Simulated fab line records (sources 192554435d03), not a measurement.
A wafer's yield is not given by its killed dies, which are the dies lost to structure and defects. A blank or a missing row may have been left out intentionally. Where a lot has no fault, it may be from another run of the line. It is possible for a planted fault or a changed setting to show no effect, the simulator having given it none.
Matching of chambers -- flow n5Finfet -- rieDiel-05 running N5_BEOL_M2_ETCH_63: 4 sister chambers
The step etches SiARC in CF4, target depth 15.6 nm, time 26 s. 18 wafers are shown with their chamber, then 9 later ones without.

## WAFERS PAIRED WITH THEIR CHAMBERS
wafer,chamber,showerheadPlenumPTorr (Torr),drypumpMotorCurrentA (A),throttleValvePct (%)
L076.2,2,2.28,5.2,15.19
L076.5,1,2.20,5.2,15.99
L076.6,2,2.28,5.2,15.19
L081.2,3,2.19,5.5,15.96
L081.4,1,2.19,5.1,16.02
L081.5,0,2.05,6.4,15.59
L085.3,3,2.19,5.5,15.99
L085.4,1,2.19,5.2,15.53
L085.5,3,2.19,5.6,15.99
L086.3,0,2.04,6.4,15.63
L086.4,3,2.19,5.5,16.03
L086.6,0,2.04,6.4,15.63
L088.1,0,2.04,6.4,15.63
L088.4,2,2.27,5.2,15.25
L088.6,0,2.04,6.4,15.65
L090.3,0,2.04,6.4,15.64
L090.4,0,2.04,6.5,15.64
L090.6,2,2.27,5.2,15.23

SIGNATURES, as means of the wafers listed above
reading,chamber 0,chamber 1,chamber 2,chamber 3,scatter within a chamber
showerheadPlenumPTorr,2.0414,2.1933,2.2750,2.1900,0.00425
drypumpMotorCurrentA,6.414,5.167,5.200,5.525,0.0403
throttleValvePct,15.6300,15.8467,15.2150,15.9925,0.106
Rule: for each reading, subtract the chamber's mean from the wafer's reading, divide by that reading's scatter and square the result; add these up over the readings and take the root, which gives the wafer's distance from the chamber. If the next closest chamber is less than 2 further off than the closest, the wafer can't be placed; otherwise it belongs to the closest. How the scatter is found: for the shown wafers, subtract from each reading the mean of its chamber, square and add these, divide the total by (wafers less chambers), then take the root.

## WAFERS WITHOUT THEIR CHAMBER
wafer,showerheadPlenumPTorr (Torr),drypumpMotorCurrentA (A),throttleValvePct (%)
L095.2,2.18,5.5,15.51
L095.3,2.26,5.2,15.28
L095.4,2.18,5.1,15.60
L092.4,2.18,5.1,15.58
L092.5,2.18,5.6,15.53
L092.6,2.04,6.4,15.66
L097.1,2.04,6.4,15.66
L097.2,2.26,5.2,15.27
L097.3,2.18,5.5,15.53

## CHAMBER TAKEN BY EACH
wafer,from the rows above,in truth
L095.2,3,3
L095.3,2,2
L095.4,1,1
L092.4,1,1
L092.5,3,3
L092.6,0,0
L097.1,0,0
L097.2,2,2
L097.3,3,3
Correct placement for 9 of the 9. Left unplaced by these rows: 0. Wrongly placed: 0.
